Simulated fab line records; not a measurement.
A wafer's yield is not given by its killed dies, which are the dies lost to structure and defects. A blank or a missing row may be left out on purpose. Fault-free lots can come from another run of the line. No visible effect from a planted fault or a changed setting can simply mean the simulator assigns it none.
Chamber matching || flow n5 finfet || rie diel-01 running N5_DUMMY_REMOVAL_HM_STRIP_01: 4 sister chambers
The step strips SiNx in CH3F/O2, stops on poly-Si, target depth 4 nm, time 6.8 s. 18 wafers are shown with their chamber, then 9 later ones without.

WAFERS WITH THEIR CHAMBER
{"wafer": "L074.1", "chamber": 2, "showerhead plenum p Torr (Torr)": 2.09, "throttle valve pct (%)": 16.32, "oes product au (a.u.)": 0.63}
{"wafer": "L074.3", "chamber": 0, "showerhead plenum p Torr (Torr)": 1.96, "throttle valve pct (%)": 16.19, "oes product au (a.u.)": 0.79}
{"wafer": "L074.5", "chamber": 1, "showerhead plenum p Torr (Torr)": 1.98, "throttle valve pct (%)": 16.90, "oes product au (a.u.)": 0.58}
{"wafer": "L081.1", "chamber": 2, "showerhead plenum p Torr (Torr)": 2.08, "throttle valve pct (%)": 16.34, "oes product au (a.u.)": 0.62}
{"wafer": "L081.3", "chamber": 0, "showerhead plenum p Torr (Torr)": 1.96, "throttle valve pct (%)": 16.21, "oes product au (a.u.)": 0.75}
{"wafer": "L081.6", "chamber": 2, "showerhead plenum p Torr (Torr)": 2.08, "throttle valve pct (%)": 16.34, "oes product au (a.u.)": 0.62}
{"wafer": "L082.1", "chamber": 0, "showerhead plenum p Torr (Torr)": 1.96, "throttle valve pct (%)": 16.20, "oes product au (a.u.)": 0.74}
{"wafer": "L082.3", "chamber": 2, "showerhead plenum p Torr (Torr)": 2.08, "throttle valve pct (%)": 16.34, "oes product au (a.u.)": 0.61}
{"wafer": "L082.6", "chamber": 0, "showerhead plenum p Torr (Torr)": 1.96, "throttle valve pct (%)": 16.21, "oes product au (a.u.)": 0.75}
{"wafer": "L083.3", "chamber": 2, "showerhead plenum p Torr (Torr)": 2.08, "throttle valve pct (%)": 16.35, "oes product au (a.u.)": 0.61}
{"wafer": "L083.4", "chamber": 0, "showerhead plenum p Torr (Torr)": 1.96, "throttle valve pct (%)": 16.23, "oes product au (a.u.)": 0.76}
{"wafer": "L083.6", "chamber": 3, "showerhead plenum p Torr (Torr)": 2.12, "throttle valve pct (%)": 16.20, "oes product au (a.u.)": 0.69}
{"wafer": "L086.1", "chamber": 0, "showerhead plenum p Torr (Torr)": 1.95, "throttle valve pct (%)": 16.22, "oes product au (a.u.)": 0.73}
{"wafer": "L086.4", "chamber": 2, "showerhead plenum p Torr (Torr)": 2.08, "throttle valve pct (%)": 16.38, "oes product au (a.u.)": 0.62}
{"wafer": "L086.5", "chamber": 2, "showerhead plenum p Torr (Torr)": 2.08, "throttle valve pct (%)": 16.38, "oes product au (a.u.)": 0.61}
{"wafer": "L087.1", "chamber": 2, "showerhead plenum p Torr (Torr)": 2.08, "throttle valve pct (%)": 16.35, "oes product au (a.u.)": 0.61}
{"wafer": "L087.3", "chamber": 1, "showerhead plenum p Torr (Torr)": 1.97, "throttle valve pct (%)": 16.94, "oes product au (a.u.)": 0.57}
{"wafer": "L087.5", "chamber": 3, "showerhead plenum p Torr (Torr)": 2.12, "throttle valve pct (%)": 16.22, "oes product au (a.u.)": 0.68}

SIGNATURES (means of the wafers above)
{"reading": "showerhead plenum p Torr", "chamber 0": 1.9583, "chamber 1": 1.9750, "chamber 2": 2.0812, "chamber 3": 2.1200, "scatter within a chamber": 0.00397}
{"reading": "throttle valve pct", "chamber 0": 16.2100, "chamber 1": 16.9200, "chamber 2": 16.3500, "chamber 3": 16.2100, "scatter within a chamber": 0.0189}
{"reading": "oes product au", "chamber 0": 0.7533, "chamber 1": 0.5750, "chamber 2": 0.6162, "chamber 3": 0.6850, "scatter within a chamber": 0.0137}
Rule: distance of a wafer from a chamber = root of the sum over the readings of ((wafer's reading minus chamber's mean) / reading's scatter) squared. The wafer belongs to the nearest chamber; if the next one is less than 2 further off, it can't be placed. The scatter is the square root of a quotient: the sum, over the shown wafers, of each reading's squared deviation from its chamber's mean, divided by wafers minus chambers.

WAFERS MISSING THEIR CHAMBER
{"wafer": "L089.1", "showerhead plenum p Torr (Torr)": 1.95, "throttle valve pct (%)": 16.23, "oes product au (a.u.)": 0.73}
{"wafer": "L089.3", "showerhead plenum p Torr (Torr)": 2.08, "throttle valve pct (%)": 16.37, "oes product au (a.u.)": 0.61}
{"wafer": "L089.6", "showerhead plenum p Torr (Torr)": 2.12, "throttle valve pct (%)": 16.21, "oes product au (a.u.)": 0.67}
{"wafer": "L092.1", "showerhead plenum p Torr (Torr)": 1.95, "throttle valve pct (%)": 16.24, "oes product au (a.u.)": 0.72}
{"wafer": "L092.2", "showerhead plenum p Torr (Torr)": 2.12, "throttle valve pct (%)": 16.22, "oes product au (a.u.)": 0.67}
{"wafer": "L092.4", "showerhead plenum p Torr (Torr)": 2.08, "throttle valve pct (%)": 16.37, "oes product au (a.u.)": 0.60}
{"wafer": "L093.1", "showerhead plenum p Torr (Torr)": 1.95, "throttle valve pct (%)": 16.26, "oes product au (a.u.)": 0.72}
{"wafer": "L093.4", "showerhead plenum p Torr (Torr)": 1.97, "throttle valve pct (%)": 16.96, "oes product au (a.u.)": 0.56}
{"wafer": "L093.5", "showerhead plenum p Torr (Torr)": 2.12, "throttle valve pct (%)": 16.23, "oes product au (a.u.)": 0.67}

CHAMBER TAKEN BY EACH
{"wafer": "L089.1", "from the rows above": 0, "in truth": 0}
{"wafer": "L089.3", "from the rows above": 2, "in truth": 2}
{"wafer": "L089.6", "from the rows above": 3, "in truth": 3}
{"wafer": "L092.1", "from the rows above": 0, "in truth": 0}
{"wafer": "L092.2", "from the rows above": 3, "in truth": 3}
{"wafer": "L092.4", "from the rows above": 2, "in truth": 2}
{"wafer": "L093.1", "from the rows above": 0, "in truth": 0}
{"wafer": "L093.4", "from the rows above": 1, "in truth": 1}
{"wafer": "L093.5", "from the rows above": 3, "in truth": 3}
Placed correctly: 9 of 9. Not placeable from these rows: 0. Placed wrongly: 0.
